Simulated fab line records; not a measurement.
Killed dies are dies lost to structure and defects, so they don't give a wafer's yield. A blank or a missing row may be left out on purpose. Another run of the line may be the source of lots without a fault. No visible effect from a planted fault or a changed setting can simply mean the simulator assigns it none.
What tool caused it? + flow n5 finfet + Sampling: 10 lots, 28 wafers, 6 of 1938 route steps

WHAT THE GAUGES READ, wafer by wafer
N5_FIN_SAQP_CD_MEAS_16: the cd target is 35.6 nm. Usual: 35.55 nm for cd nm, sd 0.27.
| lot  | measured    | on        | cd nm (nm)        | flag |
|------|-------------|-----------|-------------------|------|
| L618 | day 2 21:25 | cd sem-02 | 35.57 35.67 35.81 |      |
| L619 | day 3 03:29 | cd sem-03 | 35.56 35.80 35.41 |      |
| L620 | day 3 10:03 | cd sem-02 | 35.75 35.48 34.16 |      |
| L622 | day 3 22:37 | cd sem-03 | 34.29 35.42       |      |
| L623 | day 4 03:25 | cd sem-03 | 34.24 35.80       |      |
| L631 | day 6 03:52 | cd sem-03 | 35.98 35.95 36.15 |      |
| L632 | day 6 10:01 | cd sem-03 | 35.04 35.19 35.26 |      |
| L633 | day 6 16:41 | cd sem-03 | 36.09 35.69 35.75 |      |
| L634 | day 6 22:18 | cd sem-03 | 35.54 35.22 35.41 |      |
| L635 | day 7 03:17 | cd sem-01 | 35.19 35.55 35.27 |      |

N5_BEOL_M4_RC_MEAS_101. Usual: DIBL_N 36.2 mV/V, standard deviation 1.5; DIBL_P 36.2 mV/V, standard deviation 1.7; IOFF_N 0.155 nA/um, standard deviation 0.021; IOFF_P 0.216 nA/um, standard deviation 0.026; ION_N 674 uA/um, standard deviation 11; ION_P 464 uA/um, standard deviation 6.8; SS_N 71.5 mV/dec, standard deviation 0.56; SS_P 73.3 mV/dec, standard deviation 0.6; VT_N 250.2 mV, standard deviation 2.6; VT_P -249.3 mV, standard deviation 2.5.
| lot  | measured     | on        | DIBL_N (mV/V)  | DIBL_P (mV/V)  | IOFF_N (nA/um)    | IOFF_P (nA/um)    | ION_N (uA/um) | ION_P (uA/um) | SS_N (mV/dec)  | SS_P (mV/dec)  | VT_N (mV)         | VT_P (mV)            | flag |
|------|--------------|-----------|----------------|----------------|-------------------|-------------------|---------------|---------------|----------------|----------------|-------------------|----------------------|------|
| L618 | day 8 23:38  | prober-01 | 37.9 37.4 38.8 | 35.0 34.1 36.2 | 0.143 0.141 0.162 | 0.214 0.199 0.236 | 660 654 656   | 455 451 458   | 71.5 71.2 71.5 | 74.1 73.2 74.1 | 253.3 253.1 249.7 | -249.4 -248.9 -248.5 |      |
| L619 | day 9 03:25  | prober-02 | 36.6 35.7 36.9 | 37.6 35.8 37.4 | 0.171 0.152 0.170 | 0.210 0.195 0.208 | 688 660 671   | 463 457 458   | 71.6 71.5 71.8 | 73.2 73.6 73.9 | 250.8 254.5 248.4 | -253.2 -252.2 -254.2 |      |
| L620 | day 9 08:15  | prober-01 | 37.2 37.3 36.8 | 38.9 39.0 38.0 | 0.174 0.169 0.164 | 0.232 0.236 0.217 | 686 686 679   | 470 474 458   | 71.9 71.9 71.8 | 74.4 74.0 73.7 | 248.2 248.1 249.1 | -249.4 -250.4 -251.1 |      |
| L622 | day 9 18:01  | prober-02 | 35.4 36.1      | 36.7 38.2      | 0.134 0.152       | 0.196 0.226       | 662 676       | 460 469       | 72.2 71.8      | 73.0 73.3      | 256.6 253.1       | -255.0 -250.8        |      |
| L623 | day 10 01:25 | prober-01 | 34.8 34.9      | 36.4 35.8      | 0.145 0.144       | 0.204 0.193       | 672 662       | 460 450       | 72.3 70.9      | 73.4 72.3      | 253.2 252.0       | -250.8 -252.1        |      |
| L631 | day 12 07:09 | prober-01 | 35.3 35.6 37.2 | 35.2 36.4 37.6 | 0.145 0.159 0.184 | 0.212 0.239 0.257 | 668 680 686   | 471 476 473   | 70.9 71.2 72.1 | 73.3 73.7 73.9 | 250.6 248.2 248.1 | -246.6 -248.1 -246.3 |      |
| L632 | day 12 11:24 | prober-02 | 35.6 33.3 33.7 | 35.1 32.7 32.5 | 0.142 0.114 0.117 | 0.207 0.181 0.172 | 659 660 648   | 455 466 452   | 71.8 70.9 70.8 | 73.5 72.4 73.6 | 252.9 251.8 254.7 | -249.4 -251.1 -251.4 |      |
| L633 | day 12 23:12 | prober-01 | 36.0 36.7 34.5 | 35.6 35.8 33.8 | 0.143 0.140 0.109 | 0.190 0.191 0.170 | 676 659 665   | 461 459 461   | 70.2 70.9 69.9 | 73.1 72.4 72.4 | 248.3 250.8 254.4 | -249.5 -251.7 -251.5 |      |
| L634 | day 12 22:53 | prober-02 | 39.7 38.4 36.9 | 38.9 37.6 35.6 | 0.181 0.163 0.139 | 0.247 0.224 0.201 | 675 681 684   | 457 466 471   | 72.4 71.9 72.0 | 74.0 72.7 72.5 | 249.7 249.6 251.3 | -246.9 -248.6 -249.3 |      |
| L635 | day 13 15:43 | prober-01 | 38.5 37.8 38.0 | 37.4 36.8 36.3 | 0.169 0.157 0.160 | 0.240 0.241 0.234 | 682 660 666   | 472 463 460   | 71.6 72.0 71.7 | 74.0 74.0 73.9 | 249.8 250.4 249.1 | -248.0 -248.8 -248.1 |      |

WHAT TOOL EACH LOT RAN ON (gives the tool, then ch and the chambers of the sampled wafers, and finally the start)
| lot  | N5_PMOS_HMC_CHANNEL_EPI_EPI_26 | N5_FIN_SAQP_DENSIFY_62          | N5_FIN_SAQP_PECVD_48           | N5_FIN_SAQP_PEB_14               |
|------|--------------------------------|---------------------------------|--------------------------------|----------------------------------|
| L618 | epi rpcvd-02 ch 0, day 2 19:41 | rtp anneal-01 ch 0, day 2 20:25 | pecvd-04 ch 0,2, day 2 20:48   | litho track-02 ch 0, day 2 21:21 |
| L619 | epi rpcvd-02 ch 0, day 3 01:50 | rtp anneal-01 ch 0, day 3 02:31 | pecvd-01 ch 0,1,2, day 3 02:53 | litho track-02 ch 0, day 3 03:25 |
| L620 | epi rpcvd-04 ch 0, day 3 08:05 | rtp anneal-02 ch 0, day 3 09:03 | pecvd-03 ch 0,1,2, day 3 09:26 | litho track-02 ch 0, day 3 09:59 |
| L622 | epi rpcvd-03 ch 0, day 3 20:56 | rtp anneal-02 ch 0, day 3 21:39 | pecvd-01 ch 1,2, day 3 22:00   | litho track-02 ch 0, day 3 22:33 |
| L623 | epi rpcvd-02 ch 0, day 4 01:41 | rtp anneal-02 ch 0, day 4 02:34 | pecvd-03 ch 0,2, day 4 02:55   | litho track-02 ch 0, day 4 03:20 |
| L631 | epi rpcvd-02 ch 0, day 6 02:10 | rtp anneal-02 ch 0, day 6 02:52 | pecvd-04 ch 1,2, day 6 03:15   | litho track-01 ch 0, day 6 03:47 |
| L632 | epi rpcvd-04 ch 0, day 6 08:09 | rtp anneal-01 ch 0, day 6 09:10 | pecvd-04 ch 0,1,2, day 6 09:31 | litho track-01 ch 0, day 6 09:56 |
| L633 | epi rpcvd-02 ch 0, day 6 14:10 | rtp anneal-02 ch 0, day 6 15:38 | pecvd-03 ch 1,2, day 6 16:02   | litho track-01 ch 0, day 6 16:37 |
| L634 | epi rpcvd-04 ch 0, day 6 20:10 | rtp anneal-01 ch 0, day 6 21:18 | pecvd-04 ch 0,1,2, day 6 21:41 | litho track-01 ch 0, day 6 22:14 |
| L635 | epi rpcvd-02 ch 0, day 7 01:39 | rtp anneal-01 ch 0, day 7 02:20 | pecvd-01 ch 0,1,2, day 7 02:41 | litho track-03 ch 0, day 7 03:13 |
- N5_PMOS_HMC_CHANNEL_EPI_EPI_26: deposits Si from SiH4/H2, target thk 3.8 nm, time 22.7 s.
- N5_FIN_SAQP_DENSIFY_62: time 60 s.
- N5_FIN_SAQP_PECVD_48: deposits SiNx from SiH4/NH3/N2, target thk 25 nm, time 22.1 s.
- N5_FIN_SAQP_PEB_14: peb time 60 s.

AS READ BY THE TOOLS THEMSELVES (means over the sampled wafers that have a number; for cases with no such wafer, the mark the record gives instead)
N5_PMOS_HMC_CHANNEL_EPI_EPI_26. Usual: 11.59 % for throttle valve pct, sd 0.17.
| lot  | tool         | throttle valve pct (%) | flag |
|------|--------------|------------------------|------|
| L618 | epi rpcvd-02 | 11.61                  |      |
| L619 | epi rpcvd-02 | 11.43                  |      |
| L620 | epi rpcvd-04 | 11.66                  |      |
| L622 | epi rpcvd-03 | 11.58                  |      |
| L623 | epi rpcvd-02 | 11.48                  |      |
| L631 | epi rpcvd-02 | 11.47                  |      |
| L632 | epi rpcvd-04 | 11.63                  |      |
| L633 | epi rpcvd-02 | 11.50                  |      |
| L634 | epi rpcvd-04 | 11.69                  |      |
| L635 | epi rpcvd-02 | 11.48                  |      |

N5_FIN_SAQP_DENSIFY_62. Usual: lamp power pct 9.85 %, standard deviation 0.044; wafer_temp_C_max 703.3, standard deviation 0.61.
| lot  | tool          | lamp power pct (%) | wafer_temp_C_max | flag |
|------|---------------|--------------------|------------------|------|
| L618 | rtp anneal-01 | 9.82               | 702.9            |      |
| L619 | rtp anneal-01 | 9.86               | 703.2            |      |
| L620 | rtp anneal-02 | 9.84               | 703.7            |      |
| L622 | rtp anneal-02 | 9.92               | 703.8            |      |
| L623 | rtp anneal-02 | 9.80               | 703.0            |      |
| L631 | rtp anneal-02 | 9.92               | 702.7            |      |
| L632 | rtp anneal-01 | 9.84               | 703.1            |      |
| L633 | rtp anneal-02 | 9.85               | 703.1            |      |
| L634 | rtp anneal-01 | 9.89               | 702.8            |      |
| L635 | rtp anneal-01 | 9.85               | 703.2            |      |

N5_FIN_SAQP_PECVD_48. Usual: heater power outer w 483 W, standard deviation 73; heater power w 786 W, standard deviation 100; rf fwd power W 296.7 W, standard deviation 1.1; showerhead plenum p Torr 5.16 Torr, standard deviation 0.034; throttle valve pct 39.2 %, standard deviation 2.9.
| lot  | tool     | heater power outer w (W) | heater power w (W) | rf fwd power W (W) | showerhead plenum p Torr (Torr) | throttle valve pct (%) | flag |
|------|----------|--------------------------|--------------------|--------------------|---------------------------------|------------------------|------|
| L618 | pecvd-04 | 474                      | 785                | 296.9              | 5.16                            | 37.9                   |      |
| L619 | pecvd-01 | 487                      | 784                | 297.3              | 5.16                            | 37.5                   |      |
| L620 | pecvd-03 | 431                      | 714                | 296.4              | 5.15                            | 40.4                   |      |
| L622 | pecvd-01 | 502                      | 790                | 296.6              | 5.17                            | 37.7                   |      |
| L623 | pecvd-03 | 486                      | 796                | 296.8              | 5.13                            | 38.2                   |      |
| L631 | pecvd-04 | 495                      | 832                | 297.2              | 5.14                            | 38.1                   |      |
| L632 | pecvd-04 | 484                      | 815                | 297.0              | 5.16                            | 40.1                   |      |
| L633 | pecvd-03 | 609                      | 941                | 297.2              | 5.15                            | 39.1                   |      |
| L634 | pecvd-04 | 443                      | 758                | 296.2              | 5.16                            | 40.1                   |      |
| L635 | pecvd-01 | 454                      | 748                | 296.4              | 5.16                            | 37.5                   |      |

THE ANSWER, worked out from the rows above alone
Rule: take the mean of a lot's wafers that have a number; if it is more than 3 standard deviations from the usual mean, the lot is off. Also off: a lot with no number at a reading for which 4 or more lots have one. All remaining lots with rows at the step are treated as sound. The gauges are gone through in route order, then the tools' own readings, and for those a lot's mean is taken as printed above. At the first step where some lot is off, the reading lying furthest off is the one used; lots without a number count as furthest.
No lot is off at any reading shown: from this, nothing can be told.

WHAT THE SIMULATOR PUT IN
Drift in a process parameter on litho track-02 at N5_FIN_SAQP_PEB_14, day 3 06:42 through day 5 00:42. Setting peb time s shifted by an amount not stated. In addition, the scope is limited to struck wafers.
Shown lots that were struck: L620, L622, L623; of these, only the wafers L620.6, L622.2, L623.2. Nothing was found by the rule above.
